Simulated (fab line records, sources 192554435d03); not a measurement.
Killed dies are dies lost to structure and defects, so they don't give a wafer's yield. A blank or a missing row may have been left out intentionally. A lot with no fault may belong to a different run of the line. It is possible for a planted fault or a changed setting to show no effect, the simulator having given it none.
What tool caused it? -- flow n5 finfet -- 13 lots with 37 wafers sampled at 5 steps, on a route of 1938 steps

== WHAT THE GAUGES SHOWED, per wafer ==
N5_BEOL_M15_RS_MEAS_54: uses a four-point probe to measure.
lot,measured,on,M15_RS (ohm/sq)
L541,day 11 09:04,film metro-01,0.0210 0.0216 0.0216
L542,day 11 20:33,film metro-02,0.0213 0.0211 0.0219
L543,day 11 23:54,film metro-02,0.0209 0.0211 0.0210
L544,day 12 02:26,film metro-01,0.0217 0.0216 0.0216
L545,day 12 08:34,film metro-02,0.0217 0.0216 0.0222
L546,day 12 13:14,film metro-01,0.0216 0.0216 0.0214
L550,day 14 02:19,film metro-02,0.0217 0.0220
L557,day 15 13:16,film metro-02,0.0220 0.0219
L558,day 15 22:20,film metro-01,0.0213 0.0221 0.0215
L559,day 16 00:26,film metro-01,0.0211 0.0220 0.0221
L561,day 16 05:04,film metro-02,0.0216 0.0220 0.0218
L562,day 16 17:37,film metro-02,0.0218 0.0213 0.0217
L563,day 17 05:02,film metro-01,0.0230 0.0218 0.0223

N5_BEOL_M15_INSPECT_55: inspects for defects (darkfield).
lot,measured,on,raw defect count
L541,day 11 09:05,defect inspect-02,58 49 63
L542,day 11 20:34,defect inspect-01,80 81 97
L543,day 11 23:55,defect inspect-02,147 88 86
L544,day 12 02:28,defect inspect-02,125 76 83
L545,day 12 08:35,defect inspect-01,87 69 74
L546,day 12 13:16,defect inspect-01,49 44 53
L550,day 14 02:20,defect inspect-01,42 114
L557,day 15 13:17,defect inspect-01,126 76
L558,day 15 22:22,defect inspect-02,42 46 54
L559,day 16 00:28,defect inspect-01,81 84 75
L561,day 16 05:05,defect inspect-02,89 104 98
L562,day 16 17:38,defect inspect-02,103 34 81
L563,day 17 05:04,defect inspect-01,85 70 54

N5_MIM_BOT_LITHO_CD_MEAS_08: the cd target is 3000 nm.
lot,measured,on,cd nm (nm)
L541,day 11 15:00,cd sem-03,3003.0 3002.6 2996.0
L542,day 12 01:02,cd sem-01,3002.2 2998.9 3002.8
L543,day 12 03:27,cd sem-03,2999.9 2999.1 2999.4
L544,day 12 07:27,cd sem-01,2995.7 2998.7 3000.2
L545,day 12 12:19,cd sem-01,3000.1 3001.3 3000.6
L546,day 12 17:39,cd sem-03,3001.2 3000.5 2997.3
L550,day 14 07:40,cd sem-02,3009.2 3002.1
L557,day 15 18:28,cd sem-03,2994.6 2997.6
L558,day 16 01:40,cd sem-03,2995.9 3000.3 2996.5
L559,day 16 04:49,cd sem-02,3000.8 3000.6 3004.3
L561,day 16 10:25,cd sem-03,2994.3 2997.9 2996.1
L562,day 16 22:37,cd sem-02,3000.7 3003.0 2994.5
L563,day 17 12:01,cd sem-01,2996.7 2998.4 2999.3

N5_MIM_BOT_LITHO_INSPECT_12: inspects for defects (macro).
lot,measured,on,raw defect count
L541,day 11 15:03,defect inspect-02,5 1 0
L542,day 12 01:05,defect inspect-01,0 3 2
L543,day 12 03:31,defect inspect-01,5 4 0
L544,day 12 07:30,defect inspect-02,4 1 1
L545,day 12 12:23,defect inspect-01,3 0 5
L546,day 12 17:43,defect inspect-01,1 3 3
L550,day 14 07:43,defect inspect-01,2 0
L557,day 15 18:31,defect inspect-01,3 2
L558,day 16 01:43,defect inspect-02,0 3 0
L559,day 16 04:52,defect inspect-01,4 3 2
L561,day 16 10:28,defect inspect-02,2 3 1
L562,day 16 22:40,defect inspect-01,2 1 5
L563,day 17 12:04,defect inspect-02,3 2 3

== WHICH TOOL RAN EACH LOT (tool, then ch and the chambers of the sampled wafers, then the start) ==
lot,N5_MIM_BOT_LITHO_PEB_06
L541,"litho track-03 ch 0, day 11 14:53"
L542,"litho track-02 ch 0, day 12 00:55"
L543,"litho track-05 ch 0, day 12 03:20"
L544,"litho track-03 ch 0, day 12 07:20"
L545,"litho track-03 ch 0, day 12 12:12"
L546,"litho track-02 ch 0, day 12 17:32"
L550,"litho track-02 ch 0, day 14 07:32"
L557,"litho track-03 ch 0, day 15 18:20"
L558,"litho track-05 ch 0, day 16 01:32"
L559,"litho track-03 ch 0, day 16 04:41"
L561,"litho track-03 ch 0, day 16 10:18"
L562,"litho track-03 ch 0, day 16 22:30"
L563,"litho track-05 ch 0, day 17 11:54"
- N5_MIM_BOT_LITHO_PEB_06

== AS READ BY THE TOOLS THEMSELVES (means over the sampled wafers that have a number; for cases with no such wafer, the mark the record gives instead) ==
The record holds no such reading with a usual standard deviation.

== THE ANSWER, worked out from the rows above alone ==
Rule: usual is defined by the lots themselves. The widest of any qualifying gaps counts: lots, ordered by their means at a reading, are off when they make up no more than a third of the lots, leave a main group of 4 or more, and stand apart from it by 3 or more times the standard deviation of that group's means. If all means in a main group match to the digits the tables above print for the reading, that group is not used. Also off: a lot with no number at a reading for which 4 or more lots have one. Any other lot the step has rows for is counted as sound. First the gauges in route order, then the tools' own readings, where a lot's mean is used as printed above. The first step at which some lot is off is used, and at that step the reading that is off furthest; a lot without a number counts as furthest.
No lot is off at any reading shown: from this, nothing can be told.

== WHAT HAD BEEN PUT IN BY THE SIMULATOR ==
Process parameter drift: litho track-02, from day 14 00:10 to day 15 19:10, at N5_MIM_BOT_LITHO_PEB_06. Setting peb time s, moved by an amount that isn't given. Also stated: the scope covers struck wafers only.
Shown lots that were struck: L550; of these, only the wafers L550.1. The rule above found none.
